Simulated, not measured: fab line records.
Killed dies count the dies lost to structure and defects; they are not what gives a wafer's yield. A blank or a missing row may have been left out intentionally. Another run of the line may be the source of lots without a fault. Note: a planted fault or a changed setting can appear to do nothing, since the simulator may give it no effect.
Matching of chambers ; flow n5_finfet ; cmp-03 running N5_SDB_CMP_30: 4 sister chambers
The step polishes, stops on poly-Si, t overpolish 1.54 s, target thk 30 nm. 14 wafers are shown with their chamber, then 7 later ones without.

WAFERS, EACH WITH ITS CHAMBER
wafer;chamber;motor_current_A (A);time_to_endpoint_s (s);head_pressure_psi (psi)
L074.1;1;13.1;16.0;4.151
L074.5;3;13.0;15.3;4.144
L074.6;2;11.7;16.1;4.140
L078.1;0;13.4;20.0;4.158
L078.4;2;11.8;20.0;4.157
L078.6;0;14.2;19.3;4.150
L082.2;2;12.0;15.1;4.151
L082.3;3;14.1;15.1;4.155
L082.6;1;13.7;14.2;4.151
L083.1;3;12.8;18.1;4.144
L083.2;1;12.6;15.3;4.144
L083.6;3;13.0;17.5;4.152
L085.1;1;13.3;15.5;4.137
L085.2;3;13.0;15.0;4.149

SIGNATURES, as means of the wafers listed above
reading;chamber 0;chamber 1;chamber 2;chamber 3;scatter within a chamber
motor_current_A;13.800;13.175;11.833;13.180;0.456
time_to_endpoint_s;19.650;15.250;17.067;16.200;1.55
head_pressure_psi;4.15400;4.14575;4.14933;4.14880;0.0064
Rule: a wafer's distance from a chamber is the root of the sum, over the readings, of the square of ((its reading less the chamber's mean) divided by the reading's scatter). The wafer belongs to the nearest chamber; if the next one is less than 2 further off, it can't be placed. The scatter: take each reading less its chamber's mean, square it, sum over the shown wafers, divide by the number of wafers less the number of chambers, and take the root.

WAFERS WITHOUT THEIR CHAMBER
wafer;motor_current_A (A);time_to_endpoint_s (s);head_pressure_psi (psi)
L085.4;11.2;15.1;4.151
L087.3;13.7;16.3;4.152
L087.5;13.6;14.8;4.148
L087.6;13.6;15.1;4.142
L090.1;11.2;14.9;4.151
L090.2;13.1;15.6;4.157
L090.5;13.2;19.8;4.143

THE CHAMBER EACH PASSED THROUGH
wafer;from the rows above;in truth
L085.4;2;2
L087.3;can't be placed: 3 or 1 or 0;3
L087.5;can't be placed: 1 or 3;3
L087.6;can't be placed: 1 or 3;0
L090.1;2;2
L090.2;can't be placed: 3 or 1 or 0 or 2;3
L090.5;can't be placed: 0 or 3 or 1 or 2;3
2 of 7 placed correctly. These rows do not allow placing 5 (true chamber among the candidates in 4). Wrongly placed: 0.
